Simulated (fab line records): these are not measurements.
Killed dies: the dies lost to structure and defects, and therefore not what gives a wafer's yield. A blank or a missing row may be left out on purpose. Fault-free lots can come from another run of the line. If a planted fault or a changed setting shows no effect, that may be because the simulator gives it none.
3 desks looking at one fault -- flow n5 finfet -- only its own numbers are on each desk; what lay behind them is given at the end

## THE DEFECT DESK
What the inspections along the route counted, lot by lot: means of the sampled wafers that have a number. A lot is out of limits, marked OUT, if its mean lies more than 4 standard deviations from the usual mean; the brackets give that distance.
Columns: A = raw defect count at N5_BEOL_M10_INSPECT_30, usual 430
lot,first seen here,A
L930,day 10 16:50,408
L937,day 12 13:05,441
L942,day 13 20:12,378
L945,day 14 02:54,419
L948,day 15 08:31,550
L951,day 15 23:44,434
Result from this desk: across the 6 lots, nothing is out of limits.

## AT THE METROLOGY DESK
Lot by lot, what the gauges showed, no matter which tool ran the lot: averages of those sampled wafers that carry a number. A lot is out of limits, marked OUT, if its mean lies more than 4 standard deviations from the usual mean; the brackets give that distance.
Columns: A = cd nm at N5_BEOL_M10_CD_MEAS_28, usual 69.9 nm; B = V9_OVL at N5_BEOL_M10_OVL_MEAS_29, usual 0.0 nm
lot,first seen here,A,B
L930,day 10 16:47,70.3,0.3
L937,day 12 13:02,70.8,0.3
L942,day 13 20:08,71.2,1.5
L945,day 14 02:51,70.9,-0.6
L948,day 15 08:28,69.6,-0.7
L951,day 15 23:41,70.4,-0.7
Result from this desk: across the 6 lots, nothing is out of limits.

## FOR THE TOOL OWNER'S DESK: rie diel-06
The tool's own readings at N5_BEOL_M10_VIA_ETCH_34 (etches SiCOH lowk in C4F6/O2, target depth 184.5 nm, time 69.2 s): means of the sampled wafers that have a number, for each lot that ran on this tool. A lot is out of limits, marked OUT, if its mean lies more than 4 standard deviations from the usual mean; the brackets give that distance. Shown are 7 of the 9 readings it has, namely the first that went out of limits plus those furthest out on some lot.
Columns: A = drypump motor current A at N5_BEOL_M10_VIA_ETCH_34, usual 5.7 A; B = oes_f_703_au at N5_BEOL_M10_VIA_ETCH_34, usual 0.79 a.u.; C = oes_o_777_au at N5_BEOL_M10_VIA_ETCH_34, usual 0.79 a.u.; D = rf fwd power W at N5_BEOL_M10_VIA_ETCH_34, usual 341.7 W; E = rf vpp V at N5_BEOL_M10_VIA_ETCH_34, usual 662 V; F = run length s at N5_BEOL_M10_VIA_ETCH_34, usual 92.5 s; G = showerhead plenum p Torr at N5_BEOL_M10_VIA_ETCH_34, usual 2.85 Torr
lot,first seen here,A,B,C,D,E,F,G
L930,day 10 17:07,5.6,0.79,0.79,342.6,669,92.9,2.86
L942,day 13 20:26,5.8,0.77,0.76,340.8,659,90.6 (-4.4) OUT,2.88
L945,day 14 03:09,5.8,0.77,0.76,340.4,658,90.3 (-5.1) OUT,2.88
Finding of this desk: L942, L945 out of limits; the first was L942 at day 13 20:26, on run length s at N5_BEOL_M10_VIA_ETCH_34. In limits: L930.

## BROUGHT TOGETHER
On L942, L945, at day 13 20:26, an alarm was possible from the tool owner's desk.
Nothing out of limits was seen by the defect desk.
At the metrology desk, nothing out of limits was observed.
The defect desk has L942, L945 on record, within its limits.
The metrology desk has L942, L945 on record, within its limits.
N5_BEOL_M10_VIA_ETCH_34 was run on rie diel-06 by each of the lots named.

## WHAT WAS PUT IN BY THE SIMULATOR
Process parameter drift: rie diel-06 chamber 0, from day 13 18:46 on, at N5_BEOL_M10_VIA_ETCH_34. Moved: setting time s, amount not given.
Lots struck among those shown: L942, L945.
Each desk's first reading out of limits, in hours after the fault started: the tool owner's desk, 2.
